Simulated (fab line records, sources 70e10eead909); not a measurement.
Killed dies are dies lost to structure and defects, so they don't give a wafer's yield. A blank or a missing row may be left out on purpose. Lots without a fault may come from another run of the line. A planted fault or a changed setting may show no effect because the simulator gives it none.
fab line records | flow nand_harc
record lots=12 wafers=35 last_day=33
route steps=1302 shown A_CONTACT@1101 A_BLC@1119
lots that met no fault: from a run of the same line without faults
start_h: hours from the record's first day to the start of the lot's first wafer shown | wait_h: hours since the lot's step before | " the same as in the row above | L1.1+2: a row that stands for several wafers | - no value, or no start given | * or withheld: withheld | < > ~ a bound
route shown NAME@n: a module of which the file shows steps, and the number in the route of the first | usual: mean/standard deviation of fault-free wafers | same: alike in all rows | chamber/n: place in a boat | sites: the reading at each site | _std_site: their standard deviation | _edge_site: outer sites' mean less inner sites' | radius_mm: how far each site lies from the wafer's centre | mask NAME#n: copy n | behind: the tool/chamber that last shaped the wafer | hold: why the lot was held/for how many hours/how that ended | device: the transistor (n, p or np) that didn't switch | end of line: the same wafers' tests at the end of the route | a step without rows: its recipe alone | killed: dies lost to structure and defects at the first sort, not the wafer's yield | map: a wafer's dies, x killed, . not, _ none there
set.NAME: the setting as run; set.NAME@STEP: as run at that earlier step | model.NAME: the simulator's own value behind a step, which no gauge read
steps of the route over a sample of lots; a table a step, a row a wafer
services: from which hour (start_h, from the record's first day; less than 0 if before it) a tool's chamber was out of use, for how many hours, and why
## steps
# step NHARC_A_CONTACT_ALD_18
# recipe target_thk_a=30 pulse_time_s=1 ald_cycles=150 temp_c=450 material=TiN
# usual heater_power_w=1105/160 precursor_pulse_height_rel=1.000/0.021
# columns lot.wafer tool chamber start_h wait_h heater_power_w precursor_pulse_height_rel since_wet_clean_h
L794.1 ald_metal-02 1 534.34 - 903 1.004 92
L794.3 " 0 " " 1077 0.997 92
L794.5 " 1 " " 903 0.973 -
L796.2 ald_metal-03 3 535.46 - 1196 0.990 135
L796.1 " 0 " " 1613 1.029 136
L796.3 " 1 " " 1025 0.991 136
L795.2 ald_metal-02 1 541.43 - 942 0.997 99
L795.4 " 3 " " 961 0.993 100
L795.5 " 2 " " 1018 0.995 -
L798.4 ald_metal-04 1 573.28 - 986 1.006 89
L798.1 " 2 " " 1119 1.026 89
L798.6 " 1 " " 1020 0.993 -
L799.1 ald_metal-04 0 584.29 - 1214 1.026 100
L799.4 " 2 " " 1086 0.951 100
L799.5 " 1 " " 1008 0.983 -
L802.3 ald_metal-02 1 590.75 - 913 0.999 149
L802.6 " 0 " " 1089 0.978 -
L802.5 " 1 " " 926 1.034 -
L804.1 ald_metal-03 3 613.54 - 1277 1.019 36
L804.6 " 2 " " 1281 0.966 -
L804.5 " 3 " " 1233 1.001 -
L806.3 ald_metal-02 2 647.42 - 1021 0.999 27
L806.2 " 1 " " 949 0.987 28
L806.5 " 2 " " 997 0.985 -
L807.1 ald_metal-02 2 667.36 - 1009 1.002 47
L807.3 " 0 " " 1081 0.989 47
L807.4 " 1 " " 929 1.006 47
L809.4 ald_metal-02 1 673.69 - 969 1.034 54
L809.2 " 2 " " 1015 1.044 54
L809.5 " 1 " " 960 1.016 -
L814.4 ald_metal-04 1 731.17 - 1089 0.993 69
L814.2 " 0 " " 1159 1.031 69
L816.1 ald_metal-04 1 753.80 - 1117 0.983 92
L816.4 " 2 " " 1106 1.005 92
L816.5 " 1 " " 1093 0.987 -
# step NHARC_A_BLC_INSPECT_12
# usual raw_defect_count=83/33
# columns lot.wafer tool chamber start_h wait_h raw_defect_count
L794.1 defect_inspect-02 - 536.45 0.0 63
L794.3 " - " " 54
L794.5 " - " " 72
L796.1 defect_inspect-02 - 537.43 0.0 58
L796.2 " - " " 63
L796.3 " - " " 61
L795.2 defect_inspect-01 - 543.55 0.0 105
L795.4 " - " " 95
L795.5 " - " " 100
L798.1 defect_inspect-02 - 575.41 0.0 44
L798.4 " - " " 72
L798.6 " - " " 55
L799.1 defect_inspect-02 - 586.43 0.0 150
L799.4 " - " " 146
L799.5 " - " " 159
L802.3 defect_inspect-02 - 592.86 0.0 128
L802.5 " - " " 136
L802.6 " - " " 113
L804.1 defect_inspect-01 - 615.53 0.0 95
L804.5 " - " " 83
L804.6 " - " " 71
L806.2 defect_inspect-01 - 649.54 0.0 103
L806.3 " - " " 104
L806.5 " - " " 109
L807.1 defect_inspect-02 - 669.48 0.0 61
L807.3 " - " " 70
L807.4 " - " " 71
L809.2 defect_inspect-01 - 675.81 0.0 67
L809.4 " - " " 73
L809.5 " - " " 58
L814.2 defect_inspect-02 - 733.29 0.0 26
L814.4 " - " " 23
L816.1 defect_inspect-01 - 755.95 0.0 129
L816.4 " - " " 134
L816.5 " - " " 147
# step NHARC_A_BLC_ETCH_17
# recipe target_depth_a=3900 over_etch_frac=0.25 time_s=609.38 ion_energy_ev=200 n2_flow_sccm=150 h2_flow_sccm=150 ar_flow_sccm=0 rf_w=400 bias_w=150 chemistry=N2/H2
# usual drypump_motor_current_A=5.7/0.4 n2_flow_sccm=149.9/0.48 oes_product_au=0.999/0.0085 rf_vpp_V=431/3 run_length_s=630.6/0.48 showerhead_plenum_p_Torr=2.05/0.11 throttle_valve_pct=14.172/0.0093
# columns lot.wafer tool chamber start_h wait_h drypump_motor_current_A n2_flow_sccm oes_product_au rf_hours_counter_h rf_vpp_V run_length_s showerhead_plenum_p_Torr throttle_valve_pct
L794.1 rie_diel-03 0 536.78 - 5.1 149.5 0.994 4 427 630.3 1.94 14.180
L794.3 " 1 " " 6.1 150.2 1.007 4 426 630.9 1.92 14.163
L794.5 " 3 " " 6.1 149.9 1.013 - 433 631.1 2.18 14.168
L796.3 rie_diel-06 2 537.67 - 5.1 149.5 0.990 3 433 630.1 2.17 14.174
L796.2 " 3 " " 5.9 150.4 0.994 3 430 630.9 2.01 14.174
L796.1 " 1 " " 5.7 149.3 0.995 3 431 630.4 2.10 14.180
L795.2 rie_diel-06 3 543.78 - 5.9 149.3 0.995 3 428 630.4 2.01 14.171
L795.4 " 1 " " 5.7 149.7 0.995 3 433 630.7 2.10 14.192
L795.5 " 0 " " 5.3 150.5 1.007 - 429 631.2 1.98 14.170
L798.4 rie_diel-03 3 575.65 - 6.1 149.5 1.005 6 434 631.1 2.18 14.172
L798.1 " 0 " " 5.2 150.2 0.997 6 427 630.3 1.94 14.166
L798.6 " 0 " " 5.1 150.1 1.002 - 428 630.5 1.94 14.186
L799.1 rie_diel-06 1 586.67 - 5.7 149.7 0.984 6 431 630.4 2.10 14.183
L799.4 " 0 " " 5.3 149.5 1.005 7 428 631.2 1.98 14.171
L799.5 " 1 " " 5.7 150.4 0.986 - 433 630.6 2.10 14.182
L802.3 rie_diel-06 0 593.18 - 5.3 150.6 1.008 8 429 631.1 1.98 14.184
L802.6 " 2 " " 5.1 150.6 1.000 - 434 629.8 2.17 14.173
L802.5 " 3 " " 5.9 150.0 1.000 - 430 630.3 2.01 14.180
L804.1 rie_diel-03 0 615.89 - 5.2 149.7 1.002 9 427 630.4 1.93 14.163
L804.5 " 1 " " 6.0 149.9 1.001 - 427 630.8 1.92 14.176
L804.6 " 2 " " 5.9 150.8 0.987 - 434 630.2 2.16 14.155
L806.2 rie_diel-06 2 649.82 - 5.1 150.1 0.999 13 434 629.8 2.17 14.178
L806.3 " 0 " " 5.3 149.4 1.004 13 429 630.8 1.98 14.174
L806.5 " 2 " " 5.1 149.5 0.993 - 435 629.9 2.17 14.176
L807.1 rie_diel-03 3 669.73 - 6.1 150.2 1.018 1 434 631.3 2.18 14.179
L807.3 " 1 " " 6.0 150.4 0.998 1 428 630.4 1.92 14.173
L807.4 " 2 " " 5.9 149.6 0.994 1 433 630.0 2.16 14.164
L809.4 rie_diel-06 0 676.04 - 5.3 150.0 1.005 0 428 631.1 1.98 14.174
L809.2 " 1 " " 5.7 149.4 0.995 0 433 630.4 2.10 14.165
L809.5 " 0 " " 5.3 149.4 1.004 - 428 630.5 1.98 14.175
L814.2 rie_diel-03 0 733.53 - 5.1 149.7 1.013 5 429 606.0 1.93 14.179
L814.4 " 2 " " 6.0 150.3 1.000 6 433 630.1 2.16 14.173
L816.4 rie_diel-03 3 756.19 - 6.1 150.2 1.001 6 434 631.4 2.18 14.169
L816.1 " 0 " " 5.1 149.4 0.996 6 427 605.6 1.93 14.175
L816.5 " 0 " " 5.1 149.3 0.985 - 428 605.7 1.93 14.186
# step NHARC_A_BLC_STRIP_29
# recipe cf4_flow_sccm=150 ar_flow_sccm=0 bias_w=0 chemistry=CF4
# usual drypump_motor_current_A=5.6/0.4 oes_product_au=0.998/0.0097 rf_vpp_V=59.3/1 showerhead_plenum_p_Torr=1.78/0.075 throttle_valve_pct=13.282/0.0085
# columns lot.wafer tool chamber start_h wait_h drypump_motor_current_A oes_product_au rf_hours_counter_h rf_vpp_V showerhead_plenum_p_Torr throttle_valve_pct
L794.3 rie_diel-03 3 537.58 0.1 6.2 1.012 4 59.2 1.88 13.290
L794.1 " 0 " " 5.1 0.997 4 59.7 1.69 13.277
L794.5 " 1 " " 6.1 1.012 - 57.8 1.67 13.275
L796.3 rie_diel-06 3 538.55 0.1 5.9 0.990 3 59.6 1.75 13.294
L796.2 " 0 " " 5.3 0.995 3 59.3 1.72 13.282
L796.1 " 1 " " 5.7 0.988 3 59.8 1.82 13.270
L795.2 rie_diel-06 3 544.66 0.1 5.9 0.996 4 59.7 1.75 13.300
L795.4 " 1 " " 5.7 0.984 3 59.4 1.82 13.299
L795.5 " 2 " " 5.1 0.986 - 62.0 1.87 13.283
L798.1 rie_diel-06 1 576.51 0.1 5.7 0.995 4 58.5 1.82 13.280
L798.4 " 0 " " 5.2 1.009 6 59.6 1.72 13.280
L798.6 " 1 " " 5.7 0.993 - 60.4 1.82 13.304
L799.1 rie_diel-03 2 587.54 0.1 5.9 1.003 8 60.5 1.86 13.290
L799.4 " 0 " " 5.1 1.001 8 58.4 1.69 13.279
L799.5 " 1 " " 6.0 1.003 - 57.2 1.67 13.287
L802.3 rie_diel-06 2 593.99 0.1 5.1 0.998 7 59.3 1.87 13.287
L802.6 " 3 " " 5.9 0.999 - 57.9 1.74 13.279
L802.5 " 0 " " 5.3 1.007 - 59.1 1.72 13.278
L804.1 rie_diel-06 3 616.65 0.1 6.0 1.001 10 58.5 1.74 13.281
L804.5 " 1 " " 5.8 1.000 - 59.9 1.81 13.264
L804.6 " 2 " " 5.1 1.001 - 58.1 1.87 13.289
L806.3 rie_diel-13 0 650.66 0.1 5.6 0.988 40 59.4 1.82 13.285
L806.2 " 1 " " 5.6 0.989 42 57.0 1.67 13.291
L806.5 " 2 " " 4.9 0.988 - 57.7 1.74 13.275
L807.3 rie_diel-06 1 670.59 0.1 5.7 0.990 0 59.7 1.81 13.288
L807.4 " 3 " " 5.9 0.993 0 59.2 1.74 13.272
L807.1 " 0 " " 5.3 1.003 0 57.7 1.72 13.297
L809.4 rie_diel-03 3 676.90 0.1 6.1 1.024 2 58.8 1.88 13.277
L809.2 " 2 " " 5.9 1.005 2 59.7 1.86 13.268
L809.5 " 3 " " 6.1 1.021 - 58.2 1.88 13.277
L814.2 rie_diel-03 0 734.42 0.1 5.1 1.012 6 58.8 1.68 13.272
L814.4 " 1 " " 6.0 1.011 5 59.0 1.67 13.274
L816.1 rie_diel-03 1 757.07 0.1 6.1 1.012 6 58.4 1.67 13.292
L816.4 " 2 " " 5.9 0.999 7 59.7 1.86 13.282
L816.5 " 3 " " 6.1 1.013 - 60.7 1.88 13.299
## services
# columns tool chamber start_h hours kind
ald_metal-04 0 541.30 24.3 repair
ald_metal-02 2 543.72 4.9 repair
ald_metal-02 0 544.93 4.3 repair
rie_diel-06 1 555.09 6.1 repair
ald_metal-03 - 568.00 10.0 pm
ald_metal-04 - 569.54 1.9 repair
rie_diel-03 1 573.19 1.6 repair
rie_diel-06 - 582.68 0.1 repair
ald_metal-03 2 592.57 2.5 repair
ald_metal-02 2 605.45 8.0 repair
ald_metal-02 - 610.00 10.0 pm
ald_metal-04 - 620.04 1.4 repair
rie_diel-03 - 635.30 9.0 pm
ald_metal-04 - 652.14 10.0 pm
ald_metal-03 - 660.34 0.9 repair
rie_diel-06 - 661.37 9.0 pm
ald_metal-04 - 669.42 1.2 repair
ald_metal-03 1 701.28 18.7 repair
rie_diel-06 3 712.88 6.4 repair
rie_diel-03 1 713.05 6.2 repair
rie_diel-06 2 718.17 9.2 repair
rie_diel-03 3 722.62 5.9 repair
ald_metal-02 - 732.64 3.0 repair
ald_metal-03 - 746.00 10.0 pm
## key
first_sign step=NHARC_A_BLC_ETCH_17 reading=run_length_s direction=down sigmas=52 usual=* struck=*
effect none on later readings
met_at NHARC_A_BLC_ETCH_17
struck_lots L814,L816
struck_wafers L814.2,L816.1,L816.5
tester_left_out L814,L816
not_acting_at NHARC_A_CONTACT_ALD_18,NHARC_A_BLC_INSPECT_12,NHARC_A_BLC_STRIP_29
onset_between 669.73 733.53
fault kind=process_parameter_drift tool=rie_diel-03 chamber=- onset_h=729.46 steps=NHARC_A_BLC_ETCH_17 channel=time_s offset=* shape=step end_h=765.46 scope=struck_wafers_only acts_in=* stated=*
# tester_left_out: of these lots the tester's yield and bins aren't shown, on N5 and GAA mostly nor the transistor test; their killed dies are dies lost to structure and defects alone, not to doping, threshold or leakage, so they don't give the yield
